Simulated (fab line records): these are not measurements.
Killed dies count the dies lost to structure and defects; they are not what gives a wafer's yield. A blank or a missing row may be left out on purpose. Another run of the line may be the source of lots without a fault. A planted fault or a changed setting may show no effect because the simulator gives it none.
Comparing a struck lot with a sound one    flow nand_harc    13 out of 1159 route steps
Sound: the wafers L164.1, L164.5, L164.6. Struck: wafers L180.2, L180.5 (left out: L180.1, a lot-mate that was not struck); the cause follows at the end.
Order at every step that has rows: each side's tool, ch and its chambers, its first start. Under that, the readings that differ: sound wafers    struck wafers    difference of the means    sigmas: that difference in standard deviations of wafers without a fault.
alike: same words and numbers on both sides, and readings whose means sit less than 2 such deviations apart. not compared: any withheld reading, any reading some wafer has no value for, any bound like >300 that may hide the same value, and any number with overlapping values for which the record gives no deviation.
The two part at a step that has a row with sigmas, a row that says differs or no value, or rows on one side only. Numbers that have no deviation but don't overlap get no sigmas and don't part them. A reading missing from all wafers of one side parts the sides only when that side holds two or more wafers.

first, 2 steps without rows for these wafers: NHARC_A_WL_FILL_ANNEAL_08 (time 1800 s); NHARC_A_WL_FILL_ALD_10 (deposits SiO2, target thk 50 nm, pulse time 10 s, ald cycles 500).
NHARC_A_WL_FILL_ETCHBACK_16: etches the open film in C4F8/O2/Ar, target depth 88 nm, time 17.6 s.
  sound: rie_diel-05 ch 0,2,3; struck: rie_diel-12 ch 3
reading                sound           struck     difference  sigmas
oes_product_au (a.u.)  1.01 1.00 1.01  0.92 0.92  -0.09       -2
  alike: rf_vpp_V
  not compared: rf_hours_counter_h
NHARC_A_WL_FILL_STRIP_29: strips in O2, time 20 s.
  sound on rie_diel-05 ch 1,2, day 16 04:38; struck on rie_diel-12 ch 0,3, day 20 06:32
  alike: drypump_motor_current_A, oes_product_au, rf_vpp_V, showerhead_plenum_p_Torr, throttle_valve_pct
  not compared: rf_hours_counter_h
NHARC_A_WL_FILL_ETCHBACK_17: etches the open film in Cl2/BCl3, target depth 4 nm, time 26.7 s.
  sound on rie_metal-01 ch 0,1, day 16 04:43; struck on rie_metal-01 ch 1, day 20 06:38
  alike: drypump_motor_current_A, oes_product_au
  not compared: rf_hours_counter_h
then, 3 steps without rows for these wafers: NHARC_A_WL_FILL_PRECLEAN_18 (cleans in dHF, time 30 s); NHARC_A_WL_FILL_SRD_21; NHARC_A_WL_FILL_CVD_23 (deposits poly-Si, target thk 40 nm, time 800 s).
NHARC_A_WL_FILL_ETCHBACK_26: etches the open film in HBr, target depth 52 nm, time 13.3 s.
  sound on rie_si-02 ch 1,2, day 16 08:17; struck on rie_si-02 ch 0,3, day 20 12:04
  alike: drypump_motor_current_A, oes_product_au, throttle_valve_pct
  not compared: rf_hours_counter_h
then, 2 steps without rows for these wafers: NHARC_A_WL_FILL_PRECLEAN_30 (cleans in dHF, time 10 s); NHARC_A_WL_FILL_SRD_14.
NHARC_A_WL_FILL_ALD_19: deposits TiN, target thk 2 nm, pulse time 3 s, ald cycles 100.
  sound on ald_metal-01 ch 0,3, day 16 08:34; struck on ald_metal-02 ch 0,2, day 20 12:20
reading     sound        struck  difference  sigmas
ald_cycles  100 100 100  51 51   -49         
  alike: heater_power_w, precursor_pulse_height_rel
NHARC_A_WL_FILL_CVD_20: deposits W, target thk 75 nm, time 5064 s.
  sound: cvd_w-02 ch 0,1; struck: cvd_w-02 ch 0,1
  alike: chamber_pressure_Torr, heater_power_w, throttle_valve_pct

== WHERE THEY PART ==
At NHARC_A_WL_FILL_ETCHBACK_16 and nowhere else, as far as this record goes. Later steps at which nothing parts them and some readings are alike: NHARC_A_WL_FILL_STRIP_29, NHARC_A_WL_FILL_ETCHBACK_17, NHARC_A_WL_FILL_ETCHBACK_26, NHARC_A_WL_FILL_ALD_19, NHARC_A_WL_FILL_CVD_20.

WHY: what the simulator had put in
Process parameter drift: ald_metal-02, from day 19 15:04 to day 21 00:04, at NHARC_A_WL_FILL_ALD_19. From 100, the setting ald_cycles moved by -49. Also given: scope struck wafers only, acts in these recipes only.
